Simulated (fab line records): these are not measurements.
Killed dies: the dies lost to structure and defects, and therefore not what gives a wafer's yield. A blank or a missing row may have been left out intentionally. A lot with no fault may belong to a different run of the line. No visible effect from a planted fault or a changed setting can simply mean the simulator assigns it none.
A lot that was struck, set against a sound lot :: flow nand-harc :: 14 out of 1302 route steps
Sound: wafers L510.1, L510.3, L510.6. Struck: wafers L495.1, L495.4, L495.6. The cause is given at the end.
Order at every step that has rows: each side's tool, ch and its chambers, its first start. Under that, the readings that differ: sound wafers :: struck wafers :: difference of the means :: sigmas: that difference in standard deviations of wafers without a fault.
alike: same words and numbers on both sides, and readings whose means sit less than 2 such deviations apart. not compared: any withheld reading, any reading some wafer has no value for, any bound like >300 that may hide the same value, and any number with overlapping values for which the record gives no deviation.
Wherever a step has rows on one side only, a row that says differs or no value, or a row with sigmas, the two part there. Non-overlapping numbers with no deviation appear without sigmas and do not part them. A reading missing from all wafers of one side parts the sides only when that side holds two or more wafers.

first, 1 step without rows for these wafers: NHARC_A_ONON_D1_DEP_19 (target thk 1000 nm).
NHARC_A_ONON_D1_THK_MEAS_21: measures by ellipsometry.
  struck on film-metro-02, day 10 11:10; sound on film-metro-01, day 17 02:03
  alike: thk-nm
then, 1 step without rows for these wafers: NHARC_A_ONON_D1_DEP_22 (target thk 1000 nm).
NHARC_A_ONON_D1_THK_MEAS_24: measures by ellipsometry.
  struck on film-metro-02, day 10 11:44; sound on film-metro-01, day 17 02:37
  alike: thk-nm
then, 1 step without rows for these wafers: NHARC_A_ONON_D1_DEP_25 (target thk 1000 nm).
NHARC_A_ONON_D1_THK_MEAS_27: measures by ellipsometry.
  struck on film-metro-01, day 10 12:20; sound on film-metro-01, day 17 03:11
  alike: thk-nm
then, 1 step without rows for these wafers: NHARC_A_ONON_D1_DEP_28 (target thk 1000 nm).
NHARC_A_ONON_D1_THK_MEAS_30: measures by ellipsometry.
  struck on film-metro-02, day 10 12:53; sound on film-metro-01, day 17 03:45
  alike: thk-nm
NHARC_A_ONON_D1_DEP_33: deposits SiO2, target thk 200 nm.
  sound on pecvd-03 ch 0,2, day 17 03:49; struck on pecvd-03 ch 0,1, day 10 12:57
  alike: heater-power-w, susceptor-temp-C, throttle-valve-pct
NHARC_A_ONON_D1_THK_MEAS_34: measures by ellipsometry.
  struck on film-metro-02, day 10 13:23; sound on film-metro-02, day 17 04:13
  alike: thk-nm
NHARC_A_ONON_D1_INSPECT_32:
  struck on defect-inspect-02, day 10 13:28; sound on defect-inspect-02, day 17 04:18
  alike: raw-defect-count
NHARC_A_CHANNEL_HOLE_D1_DEP_00: deposits aC, target thk 3100 nm.
  sound on acl-dep-03 ch 0, day 17 04:22; struck on acl-dep-01 ch 0, day 10 17:35
  alike: susceptor-temp-C, throttle-valve-pct
NHARC_A_CHANNEL_HOLE_D1_DEP_01: deposits SiON, target thk 140 nm.
  sound on pecvd-02 ch 0,1,2, day 17 06:18; struck on pecvd-04 ch 0,2, day 10 19:43
  alike: heater-power-w, susceptor-temp-C
-- jump in the record: it breaks off in module A_CHANNEL_HOLE_D1 and resumes in module END (first step shown: number 1302 of the route), and 16 days separate the struck wafers' starts before and after --
NHARC_END_SORT_01:
  the record has rows for the struck wafers here (prober-01 ch 0, day 26 18:53) and none for the sound ones

== WHERE THEY PART ==
NHARC_END_SORT_01 only, going by this record.

WHY: what the simulator had put in
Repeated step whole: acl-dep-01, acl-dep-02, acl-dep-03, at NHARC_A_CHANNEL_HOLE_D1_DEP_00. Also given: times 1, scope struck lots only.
